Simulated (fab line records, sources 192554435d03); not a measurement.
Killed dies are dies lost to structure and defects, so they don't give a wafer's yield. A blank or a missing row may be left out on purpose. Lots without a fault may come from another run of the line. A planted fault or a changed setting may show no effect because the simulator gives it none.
Which tool did it? | flow n5_finfet | 10 lots, 30 wafers sampled, at 6 steps of a route of 1938

WHAT THE GAUGES READ, wafer by wafer
N5_FIN_SAQP_THK_MEAS_07.
lot  | measured    | on            | thk_nm (nm)
L282 | day 1 20:41 | film_metro-01 | 60.7 61.4 59.6
L283 | day 2 03:24 | film_metro-01 | 59.5 59.3 60.1
L285 | day 2 15:15 | film_metro-01 | 58.6 58.6 60.4
L286 | day 2 21:17 | film_metro-01 | 60.0 60.8 59.5
L287 | day 3 03:08 | film_metro-01 | 60.5 61.4 60.3
L289 | day 3 16:31 | film_metro-01 | 60.1 60.4 60.3
L291 | day 4 03:11 | film_metro-01 | 59.7 59.6 60.2
L293 | day 4 16:37 | film_metro-01 | 59.9 60.6 61.2
L300 | day 6 09:57 | film_metro-02 | 59.2 59.3 60.5
L305 | day 7 15:54 | film_metro-02 | 60.7 60.8 61.5

N5_FIN_SAQP_CD_MEAS_16: target cd 35.6 nm.
lot  | measured    | on        | cd_nm (nm)
L282 | day 1 21:03 | cd_sem-02 | 35.3 35.2 35.8
L283 | day 2 03:46 | cd_sem-02 | 35.5 35.5 35.6
L285 | day 2 15:37 | cd_sem-03 | 34.9 34.6 35.4
L286 | day 2 21:46 | cd_sem-03 | 35.2 35.8 35.7
L287 | day 3 03:39 | cd_sem-01 | 35.4 35.3 35.3
L289 | day 3 17:02 | cd_sem-02 | 35.6 35.7 35.5
L291 | day 4 03:40 | cd_sem-01 | 35.7 35.7 41.4
L293 | day 4 17:05 | cd_sem-01 | 35.6 35.8 35.7
L300 | day 6 10:26 | cd_sem-02 | 34.9 35.6 35.4
L305 | day 7 16:25 | cd_sem-01 | 35.6 35.4 35.7

N5_BEOL_M4_RC_MEAS_101.
lot  | measured     | on        | DIBL_N (mV/V)  | DIBL_P (mV/V)  | IOFF_N (nA/um)    | IOFF_P (nA/um)    | ION_N (uA/um) | ION_P (uA/um) | SS_N (mV/dec)  | SS_P (mV/dec)  | VT_N (mV)         | VT_P (mV)
L282 | day 7 20:11  | prober-02 | 36.5 37.0 37.2 | 35.4 36.7 36.3 | 0.134 0.155 0.149 | 0.171 0.186 0.185 | 664 688 660   | 453 458 451   | 71.2 70.7 70.8 | 73.7 73.7 73.2 | 250.4 248.1 251.0 | -256.0 -253.7 -256.5
L283 | day 8 09:56  | prober-01 | 37.4 38.5 36.1 | 35.4 37.0 33.7 | 0.145 0.171 0.129 | 0.213 0.250 0.190 | 671 678 659   | 465 470 459   | 70.9 71.7 71.3 | 73.9 74.0 73.2 | 251.9 249.3 254.3 | -249.3 -245.5 -250.1
L285 | day 8 15:07  | prober-01 | 36.4 34.1 35.7 | 36.9 34.1 35.4 | 0.153 0.111 0.134 | 0.173 0.145 0.160 | 671 657 656   | 455 440 447   | 71.8 70.8 71.7 | 73.3 72.7 73.6 | 248.6 256.2 252.8 | -253.4 -257.7 -254.4
L286 | day 8 21:29  | prober-01 | 35.8 35.2 34.1 | 35.7 34.7 34.3 | 0.163 0.154 0.136 | 0.214 0.195 0.186 | 678 676 664   | 462 460 460   | 70.9 71.1 70.7 | 73.4 73.3 72.3 | 250.3 250.3 253.4 | -252.0 -250.5 -251.6
L287 | day 9 03:50  | prober-01 | 36.7 38.0 37.8 | 33.8 35.8 35.7 | 0.152 0.176 0.173 | 0.187 0.214 0.210 | 670 691 678   | 459 470 457   | 71.3 71.4 72.0 | 72.3 74.1 73.6 | 250.7 247.4 246.8 | -252.1 -250.6 -251.4
L289 | day 9 22:43  | prober-01 | 38.0 39.0 38.1 | 38.1 39.0 37.9 | 0.188 0.219 0.191 | 0.232 0.242 0.228 | 679 694 688   | 458 469 466   | 71.8 72.1 71.2 | 73.6 73.2 74.3 | 246.1 242.9 244.9 | -248.4 -249.2 -249.0
L291 | day 10 00:44 | prober-01 | 38.2 38.7 38.6 | 35.8 36.1 36.6 | 0.172 0.184 0.187 | 0.221 0.239 0.254 | 674 681 675   | 459 470 465   | 72.2 72.0 71.8 | 73.0 73.4 73.6 | 249.4 246.6 245.5 | -249.3 -247.6 -248.3
L293 | day 10 18:33 | prober-01 | 35.4 36.5 34.9 | 35.3 37.1 34.9 | 0.159 0.188 0.156 | 0.232 0.260 0.230 | 683 695 667   | 478 477 460   | 72.0 72.6 72.1 | 73.2 73.9 73.2 | 249.1 244.5 248.4 | -247.9 -246.2 -246.7
L300 | day 12 12:46 | prober-02 | 36.6 37.7 36.6 | 36.1 37.9 36.4 | 0.169 0.189 0.160 | 0.222 0.250 0.222 | 680 681 669   | 464 469 469   | 72.2 71.9 72.1 | 74.0 73.8 74.0 | 246.4 244.4 248.8 | -247.6 -248.1 -249.1
L305 | day 13 15:23 | prober-02 | 37.4 36.6 37.8 | 37.1 36.1 36.8 | 0.184 0.164 0.174 | 0.225 0.212 0.218 | 675 674 678   | 464 457 459   | 71.4 71.6 71.2 | 73.8 73.7 74.1 | 246.9 251.0 249.6 | -250.5 -251.4 -249.9

WHICH TOOL RAN EACH LOT (tool, then ch and the chambers of the sampled wafers, then the start)
lot  | N5_PMOS_HMC_CHANNEL_EPI_STRIP_33  | N5_FIN_SAQP_DENSIFY_62          | N5_FIN_SAQP_PEB_14
L282 | rie_diel-03 ch 1,2,3, day 1 17:08 | rtp_anneal-02 ch 0, day 1 20:10 | litho_track-05 ch 0, day 1 20:59
L283 | rie_diel-06 ch 0,1,2, day 1 23:49 | rtp_anneal-01 ch 0, day 2 02:49 | litho_track-01 ch 0, day 2 03:41
L285 | rie_diel-06 ch 0,2,3, day 2 11:41 | rtp_anneal-02 ch 0, day 2 14:44 | litho_track-05 ch 0, day 2 15:32
L286 | rie_diel-05 ch 1,3, day 2 17:36   | rtp_anneal-02 ch 0, day 2 20:46 | litho_track-05 ch 0, day 2 21:42
L287 | rie_diel-06 ch 0,1, day 2 23:34   | rtp_anneal-01 ch 0, day 3 02:38 | litho_track-02 ch 0, day 3 03:34
L289 | rie_diel-06 ch 1,2, day 3 11:27   | rtp_anneal-02 ch 0, day 3 15:56 | litho_track-02 ch 0, day 3 16:58
L291 | rie_diel-03 ch 1,2, day 3 23:35   | rtp_anneal-01 ch 0, day 4 02:41 | litho_track-05 ch 0, day 4 03:36
L293 | rie_diel-06 ch 0,1,2, day 4 11:53 | rtp_anneal-02 ch 0, day 4 16:06 | litho_track-01 ch 0, day 4 17:01
L300 | rie_diel-06 ch 1,2,3, day 6 06:25 | rtp_anneal-01 ch 0, day 6 09:26 | litho_track-01 ch 0, day 6 10:22
L305 | rie_diel-05 ch 1,2, day 7 11:35   | rtp_anneal-01 ch 0, day 7 15:27 | litho_track-02 ch 0, day 7 16:20
- N5_PMOS_HMC_CHANNEL_EPI_STRIP_33: strips in N2/H2.
- N5_FIN_SAQP_DENSIFY_62: time 60 s.
- N5_FIN_SAQP_PEB_14: peb time 60 s.

WHAT THE TOOLS THEMSELVES READ (means of the sampled wafers that have a number; where no wafer has one, the mark that the record gives instead)
N5_PMOS_HMC_CHANNEL_EPI_STRIP_33.
lot  | tool        | drypump_motor_current_A (A) | oes_product_au (a.u.) | rf_vpp_V (V) | showerhead_plenum_p_Torr (Torr) | throttle_valve_pct (%)
L282 | rie_diel-03 | 5.0                         | 0.79                  | 55.2         | 3.40                            | 18.7
L283 | rie_diel-06 | 5.5                         | 0.85                  | 54.1         | 3.32                            | 19.1
L285 | rie_diel-06 | 6.0                         | 0.75                  | 54.9         | 3.32                            | 19.0
L286 | rie_diel-05 | 5.5                         | 0.76                  | 53.4         | 3.40                            | 18.8
L287 | rie_diel-06 | 5.5                         | 0.86                  | 53.6         | 3.31                            | 19.0
L289 | rie_diel-06 | 5.4                         | 0.88                  | 54.7         | 3.38                            | 19.1
L291 | rie_diel-03 | 4.9                         | 0.71                  | 55.5         | 3.37                            | 18.7
L293 | rie_diel-06 | 5.5                         | 0.84                  | 53.3         | 3.31                            | 19.2
L300 | rie_diel-06 | 5.9                         | 0.87                  | 55.5         | 3.37                            | 19.0
L305 | rie_diel-05 | 5.9                         | 0.69                  | 53.4         | 3.26                            | 19.6

N5_FIN_SAQP_DENSIFY_62.
lot  | tool          | lamp_power_pct (%) | wafer_temp_C_max
L282 | rtp_anneal-02 | 9.81               | 703.3
L283 | rtp_anneal-01 | 9.86               | 703.2
L285 | rtp_anneal-02 | 9.84               | 703.1
L286 | rtp_anneal-02 | 9.82               | 703.3
L287 | rtp_anneal-01 | 9.84               | 703.3
L289 | rtp_anneal-02 | 9.84               | 703.1
L291 | rtp_anneal-01 | 9.86               | 703.4
L293 | rtp_anneal-02 | 9.87               | 702.8
L300 | rtp_anneal-01 | 9.86               | 703.4
L305 | rtp_anneal-01 | 9.84               | 702.8

THE ANSWER, worked out from the rows above alone
Rule: what is usual is taken from the lots themselves. Put in order of their means at a reading, lots are off if they are a third of the lots or fewer, leave a main group of 4 or more, and stand apart from it by a gap of 3 or more times the standard deviation of the main group's means; of several such gaps the widest counts. A main group whose means are all the same, to the digits that the tables above print for the reading, isn't used. A lot without any number at a reading at which 4 lots or more have one is off too. The other lots that the step has rows for count as sound. The gauges are gone through in route order, then the tools' own readings, and for those a lot's mean is taken as printed above. The first step at which some lot is off is used, and at that step the reading that is off furthest; a lot without a number counts as furthest.
Off: L291, at N5_FIN_SAQP_CD_MEAS_16 (cd_nm). The main group: mean 35.4 nm, standard deviation 0.21.
A tool fits if, at a process step before that reading, it ran every lot that is off, and no sound lot after the first of them. The gauges at N5_FIN_SAQP_CD_MEAS_16 are tried like those tools. Can't be told from this: 2 tools fit, rie_diel-03 at N5_PMOS_HMC_CHANNEL_EPI_STRIP_33, litho_track-05 at N5_FIN_SAQP_PEB_14.

WHAT THE SIMULATOR HAD PUT IN
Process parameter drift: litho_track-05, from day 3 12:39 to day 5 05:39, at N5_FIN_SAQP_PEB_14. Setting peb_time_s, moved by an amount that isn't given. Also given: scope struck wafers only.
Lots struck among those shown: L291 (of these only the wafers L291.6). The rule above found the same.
